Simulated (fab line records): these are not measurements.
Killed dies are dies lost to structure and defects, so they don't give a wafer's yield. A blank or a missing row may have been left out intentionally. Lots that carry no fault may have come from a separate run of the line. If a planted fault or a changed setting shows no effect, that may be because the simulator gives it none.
Problem report in the 8D (eight disciplines) form, filled by code :: flow nandHarc :: the parts of the form that need people (team, actions taken, sign-off) are left out

## 1. WHAT WENT WRONG
Mean of cdNm at NHARC_A_M1_CD_MEAS_09: 131.4 nm across 9 wafers in 3 lots; on wafers with no fault it is 120.2 nm (standard deviation 0.47). That is +24 standard deviations from the usual mean.
The step: target cd 120 nm.
Earliest sighting: wafer L875.1 on cdSem-02 at day 31 04:49. The record holds 36 wafers of 12 lots with a number at this step. Rule for "out" (also "out of limits"): further than 4 standard deviations from the usual mean. The rest of the wafers with a number are treated as sound.

## 2. WHAT IT IS AND WHAT IT IS NOT
question: which readings at this step
is: cdNm
is not: -

question: which lots
is: L875, L876, L877
is not: L858, L859, L861, L862, L864, L866, L867, L868, L878

question: which wafers of those lots
is: all that have a number
is not: -

question: read on which gauges
is: cdSem-01, cdSem-02
is not: cdSem-03

question: when
is: from day 31 04:49
is not: up to then (24 sound wafers); but 3 sound wafers of L878 came after

## 3. SUSPECTS, AND WHAT RULES EACH OUT
Counting: a tool stays on the suspect list if, at a process step up to the reading, it processed all lots that are out and no sound lot following the first of them.
- the gauge at NHARC_A_M1_CD_MEAS_09 has been ruled out. 2 gauges (cdSem-01, cdSem-02) read the wafers that are out.
- rtpAnneal-02 at NHARC_A_M0_ANNEAL_30 (time 90 s): ruled out as a lasting fault. Following L875 (day 31 02:36), the first lot on it that is out, the sound lots L878 were run on it.
- arfiScanner-03 at NHARC_A_M1_EXPOSE_06 (exposes mask A M1, target cd 120 nm): kept. It ran every lot that is out, first L875 (day 31 04:40), and no sound lot after that; its last sound lot up to then is L867 (day 27 02:06). Its own exposureDoseMJCm2 readings are out on those wafers.
The count leaves arfiScanner-03 at NHARC_A_M1_EXPOSE_06.

## 4. THE CAUSE (what the simulator had put in)
Process parameter drift: arfiScanner-03, from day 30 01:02 on, at NHARC_A_M1_EXPOSE_06. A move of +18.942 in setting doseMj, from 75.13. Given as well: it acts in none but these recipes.
This tool alone remained once counting was done.

## 5. THE EFFECT CHAIN, in route order
Rows list readings where the struck wafers' mean (over those with a number) sits beyond 3 standard deviations from the usual. Only readings for which the record gives a usual standard deviation are gone through. hours: the time from each lot's start at the first step in this table that gives one to its start at this step, as a median over the lots. sigmas: the change in usual standard deviations.
hours: 0
step: NHARC_A_M1_EXPOSE_06
reading: exposureDoseMJCm2
usual: 75.09
on struck wafers: 90.43
change: +15.34
sigmas: +99 or more

hours: 0
step: NHARC_A_M1_CD_MEAS_09
reading: cdNm
usual: 120.2 nm
on struck wafers: 131.4
change: +11.2
sigmas: +24
The process steps in it:
- NHARC_A_M1_EXPOSE_06: exposes mask A M1, target cd 120 nm.
Later steps that measure or inspect, where all struck wafers having a row at the step show a number for every such reading and not one has moved that far: NHARC_END_SORT_01.

## 6. WHAT WOULD HAVE CAUGHT IT SOONER
The first out-of-limits reading at a measuring or inspecting step in this record came at day 31 04:49, 28 hours after the fault's start at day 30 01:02.
At NHARC_A_M1_EXPOSE_06, the tool's own readings (exposureDoseMJCm2) were out on each struck wafer the step has a row for, so an alarm limit on them would have fired on the first such wafer.
Among the 3 lots that are out, L877, L876 began NHARC_A_M1_EXPOSE_06 on arfiScanner-03 after day 31 04:49. A hold on the tool at that time would have spared those 2.
